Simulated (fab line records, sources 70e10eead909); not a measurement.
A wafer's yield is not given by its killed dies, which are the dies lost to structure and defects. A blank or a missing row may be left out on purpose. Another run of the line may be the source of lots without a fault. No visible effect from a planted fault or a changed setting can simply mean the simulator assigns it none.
The tool behind it: which one? | flow nandHarc | 39 wafers from 13 lots sampled at 6 of the route's 1159 steps

== WHAT THE GAUGES READ, wafer by wafer ==
NHARC_A_ONON_D1_THK_MEAS_11: measures by ellipsometry. Usual: 1003 nm for thkNm, sd 11.
lot  | measured     | on           | thkNm (nm)     | flag
L567 | day 7 08:27  | filmMetro-01 | 1027 1026 1029 | 
L569 | day 8 06:49  | filmMetro-02 | 1012 1013 1012 | 
L571 | day 8 06:49  | filmMetro-01 | 995 998 998    | 
L572 | day 8 21:49  | filmMetro-02 | 984 983 983    | 
L573 | day 9 03:53  | filmMetro-02 | 1004 1006 1008 | 
L576 | day 9 15:00  | filmMetro-01 | 991 994 993    | 
L579 | day 10 18:36 | filmMetro-02 | 1002 1004 1004 | 
L580 | day 10 18:35 | filmMetro-01 | 999 999 999    | 
L583 | day 11 14:33 | filmMetro-01 | 1013 1015 1014 | 
L584 | day 11 18:08 | filmMetro-01 | 1001 1001 1002 | 
L588 | day 12 16:32 | filmMetro-01 | 1014 1015 1013 | 
L587 | day 12 16:31 | filmMetro-01 | 986 988 988    | 
L589 | day 13 10:29 | filmMetro-01 | 993 994 995    | 

NHARC_A_ONON_D1_THK_MEAS_27: measures by ellipsometry. Usual: 998 nm for thkNm, sd 11.
lot  | measured     | on           | thkNm (nm)     | flag
L567 | day 7 20:03  | filmMetro-02 | 984 983 985    | 
L569 | day 8 16:11  | filmMetro-01 | 1004 1005 1003 | 
L571 | day 8 16:14  | filmMetro-01 | 1004 1004 1003 | 
L572 | day 9 10:04  | filmMetro-02 | 1002 1003 1003 | 
L573 | day 10 00:01 | filmMetro-02 | 1013 1016 1012 | 
L576 | day 10 00:22 | filmMetro-02 | 992 993 992    | 
L579 | day 11 05:22 | filmMetro-01 | 1011 1009 1012 | 
L580 | day 11 05:20 | filmMetro-02 | 987 987 988    | 
L583 | day 11 23:53 | filmMetro-01 | 1009 1010 1009 | 
L584 | day 12 03:31 | filmMetro-01 | 1002 1000 1003 | 
L588 | day 13 01:58 | filmMetro-02 | 986 987 987    | 
L587 | day 13 01:56 | filmMetro-01 | 976 976 975    | 
L589 | day 13 20:31 | filmMetro-02 | 1004 1004 1005 | 

NHARC_A_ONON_D1_THK_MEAS_30: measures by ellipsometry. Usual: 1000 nm for thkNm, sd 14.
lot  | measured     | on           | thkNm (nm)     | flag
L567 | day 7 20:37  | filmMetro-01 | 1013 1014 1014 | 
L569 | day 8 16:45  | filmMetro-01 | 1006 1008 1008 | 
L571 | day 8 16:49  | filmMetro-02 | 1013 1012 1011 | 
L572 | day 9 10:38  | filmMetro-01 | 1009 1008 1010 | 
L573 | day 10 00:36 | filmMetro-02 | 1307 1306 1307 | OFF
L576 | day 10 00:57 | filmMetro-02 | 1273 1274 1273 | OFF
L579 | day 11 06:03 | filmMetro-02 | 1009 1010 1009 | 
L580 | day 11 06:02 | filmMetro-01 | 1008 1008 1007 | 
L583 | day 12 00:29 | filmMetro-02 | 1003 1002 1002 | 
L584 | day 12 04:05 | filmMetro-01 | 1021 1021 1021 | 
L588 | day 13 02:31 | filmMetro-01 | 983 984 983    | 
L587 | day 13 02:29 | filmMetro-02 | 993 992 991    | 
L589 | day 13 21:05 | filmMetro-02 | 1013 1015 1013 | 

NHARC_END_SORT_01. Usual: killedAtArray 28, standard deviation 10; killedAtOther 0.6, standard deviation 1.1; killedAtPeriphery 3.6, standard deviation 2.6; killedDies 32, standard deviation 10; killedOpen 3.3, standard deviation 1.8; killedShort 1.9, standard deviation 1.4.
lot  | measured     | on        | killedAtArray | killedAtOther | killedAtPeriphery | killedDies  | killedOpen | killedShort | flag
L571 | day 20 08:23 | prober-01 | 19 17 13      | 0 2 1         | 8 7 9             | 27 26 23    | 3 6 5      | 1 2 3       | 
L572 | day 20 01:16 | prober-02 | 30 26 22      | 0 0 0         | 2 3 3             | 32 29 25    | 2 5 3      | 1 0 1       | 
L573 | day 22 01:16 | prober-02 | 677 676 675   | 0 0 1         | 0 1 1             | 677 677 677 | 2 3 1      | 3 1 3       | OFF
L576 | day 22 01:18 | prober-01 | 674 667 674   | 3 3 1         | 0 7 2             | 677 677 677 | 2 1 4      | 1 3 2       | OFF
L579 | day 22 09:44 | prober-02 | 31 24 21      | 1 0 0         | 2 2 3             | 34 26 24    | 2 2 3      | 1 1 2       | 
L580 | day 22 09:46 | prober-01 | 33 32 26      | 1 0 0         | 1 3 7             | 35 35 33    | 4 5 6      | 3 1 1       | 
L583 | day 23 19:49 | prober-02 | 21 21 25      | 0 0 0         | 3 5 6             | 24 26 31    | 5 3 3      | 1 1 4       | 
L589 | day 24 19:20 | prober-02 | 41 50 38      | 0 0 0         | 15 6 8            | 56 56 46    | 1 3 1      | 3 2 4       | 

== EACH LOT AND THE TOOL THAT RAN IT (in order: tool; ch and the chambers of the sampled wafers; start) ==
lot  | NHARC_A_ZERO_WELL_DESCUM_12       | NHARC_A_ONON_D1_DEP_28
L567 | rieDiel-01 ch 0,1,3, day 6 07:56  | pecvdOnon-01 ch 0, day 7 20:07
L569 | rieDiel-12 ch 1,2,3, day 7 05:52  | pecvdOnon-04 ch 0, day 8 16:25
L571 | rieDiel-01 ch 1,2, day 7 08:25    | pecvdOnon-02 ch 0, day 8 16:17
L572 | rieDiel-03 ch 0,2,3, day 7 20:22  | pecvdOnon-02 ch 0, day 9 10:07
L573 | rieDiel-03 ch 2,3, day 8 03:01    | pecvdOnon-04 ch 0, day 10 00:05
L576 | rieDiel-01 ch 0,2,3, day 8 14:28  | pecvdOnon-04 ch 0, day 10 00:26
L579 | rieDiel-03 ch 1,2, day 9 20:25    | pecvdOnon-02 ch 0, day 11 05:32
L580 | rieDiel-01 ch 0,2,3, day 9 21:44  | pecvdOnon-01 ch 0, day 11 05:31
L583 | rieDiel-01 ch 0,2,3, day 10 14:10 | pecvdOnon-02 ch 0, day 11 23:58
L584 | rieDiel-03 ch 1,2, day 10 17:23   | pecvdOnon-02 ch 0, day 12 03:44
L588 | rieDiel-01 ch 0,2,3, day 11 16:16 | pecvdOnon-01 ch 0, day 13 02:01
L587 | rieDiel-01 ch 1,2,3, day 11 17:23 | pecvdOnon-02 ch 0, day 13 01:59
L589 | rieDiel-12 ch 0,1,2, day 12 10:29 | pecvdOnon-04 ch 0, day 13 20:34
- NHARC_A_ZERO_WELL_DESCUM_12: chemistry O2, time 3 s.
- NHARC_A_ONON_D1_DEP_28: target thk 1000 nm.

== WHAT THE TOOLS THEMSELVES READ (means of the sampled wafers that have a number; where no wafer has one, the mark that the record gives instead) ==
NHARC_A_ZERO_WELL_DESCUM_12. Usual: drypumpMotorCurrentA 5.5 A, standard deviation 0.59; oesProductAu 1.008 a.u., standard deviation 0.015; rfVppV 57.8 V, standard deviation 0.88; showerheadPlenumPTorr 1.91 Torr, standard deviation 0.09; throttleValvePct 11.309 %, standard deviation 0.0084.
lot  | tool       | drypumpMotorCurrentA (A) | oesProductAu (a.u.) | rfVppV (V) | showerheadPlenumPTorr (Torr) | throttleValvePct (%) | flag
L567 | rieDiel-01 | 5.8                      | 1.000               | 58.1       | 1.83                         | 11.303               | 
L569 | rieDiel-12 | 5.3                      | 1.008               | 58.0       | 1.97                         | 11.310               | 
L571 | rieDiel-01 | 5.2                      | 1.012               | 57.3       | 1.95                         | 11.319               | 
L572 | rieDiel-03 | 5.6                      | 1.018               | 57.6       | 1.94                         | 11.316               | 
L573 | rieDiel-03 | 5.5                      | 1.009               | 58.5       | 2.03                         | 11.304               | 
L576 | rieDiel-01 | 5.6                      | 1.005               | 56.8       | 1.87                         | 11.307               | 
L579 | rieDiel-03 | 6.0                      | 1.006               | 57.5       | 1.88                         | 11.310               | 
L580 | rieDiel-01 | 5.6                      | 1.006               | 57.4       | 1.87                         | 11.296               | 
L583 | rieDiel-01 | 5.6                      | 1.014               | 58.6       | 1.87                         | 11.311               | 
L584 | rieDiel-03 | 6.0                      | 0.991               | 57.1       | 1.88                         | 11.315               | 
L588 | rieDiel-01 | 5.6                      | 1.010               | 57.5       | 1.87                         | 11.312               | 
L587 | rieDiel-01 | 5.7                      | 0.998               | 58.3       | 1.90                         | 11.311               | 
L589 | rieDiel-12 | 5.1                      | 1.018               | 58.0       | 1.97                         | 11.314               | 

== THE ANSWER, worked out from the rows above alone ==
Rule: take the mean of a lot's wafers that have a number; if it is more than 3 standard deviations from the usual mean, the lot is off. A lot without any number at a reading at which 4 lots or more have one is off too. The other lots that the step has rows for count as sound. The gauges are gone through in route order, then the tools' own readings, and for those a lot's mean is taken as printed above. At the first step where some lot is off, the reading lying furthest off is the one used; lots without a number count as furthest.
Off: L573, L576, at NHARC_A_ONON_D1_THK_MEAS_30 (thkNm).
If a tool, at a process step before that reading, ran all the lots that are off and no sound lot after the first of them, it fits. The gauges at NHARC_A_ONON_D1_THK_MEAS_30 aren't tried: what is off there is off at NHARC_END_SORT_01 too, on other tools, and a gauge's error can't cause that. None of those tried fits.

== WHAT HAD BEEN PUT IN BY THE SIMULATOR ==
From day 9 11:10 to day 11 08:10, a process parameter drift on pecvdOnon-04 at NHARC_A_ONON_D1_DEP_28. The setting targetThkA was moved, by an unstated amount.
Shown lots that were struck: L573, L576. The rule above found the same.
